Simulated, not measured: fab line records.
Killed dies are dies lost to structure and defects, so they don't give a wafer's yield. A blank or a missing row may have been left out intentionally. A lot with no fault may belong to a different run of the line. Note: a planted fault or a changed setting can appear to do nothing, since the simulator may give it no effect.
Matching of chambers ; flow nand_harc ; rie_diel-12 running NHARC_A_SGD_CUT_ETCH_58: 4 sister chambers
The step etches the open film in CF4, target depth 39 nm, time 65 s. 8 wafers are shown with their chamber, then 7 later ones without.

WAFERS PAIRED WITH THEIR CHAMBERS
wafer;chamber;showerhead_plenum_p_Torr (Torr);drypump_motor_current_A (A)
L597.3;2;1.88;5.2
L599.2;3;1.90;6.4
L599.3;2;1.88;5.2
L601.2;3;1.89;6.4
L601.4;0;1.65;6.5
L601.5;1;1.84;6.6
L603.1;0;1.65;6.4
L603.3;1;1.84;6.6

WAFERS WHOSE CHAMBER IS MISSING
wafer;showerhead_plenum_p_Torr (Torr);drypump_motor_current_A (A)
L603.5;1.84;6.6
L604.1;1.89;6.4
L604.2;1.65;6.5
L604.5;1.65;6.5
L606.2;1.88;5.2
L606.4;1.65;6.4
L606.6;1.88;5.2

WHICH CHAMBER EACH WENT THROUGH
wafer;from the rows above;in truth
L603.5;1;1
L604.1;3;3
L604.2;0;0
L604.5;0;0
L606.2;2;2
L606.4;0;0
L606.6;2;2
Correct placement for 7 of the 7. Left unplaced by these rows: 0. Number placed wrongly: 0.
How it was worked out, from the rows above alone: a wafer's distance from a chamber is the root of the sum, over the readings, of the square of ((its reading less the chamber's mean) divided by the reading's scatter). If the next closest chamber is less than 2 further off than the closest, the wafer can't be placed; otherwise it belongs to the closest. A chamber's mean is the mean of its shown wafers. The scatter: take each reading less its chamber's mean, square it, sum over the shown wafers, divide by the number of wafers less the number of chambers, and take the root.
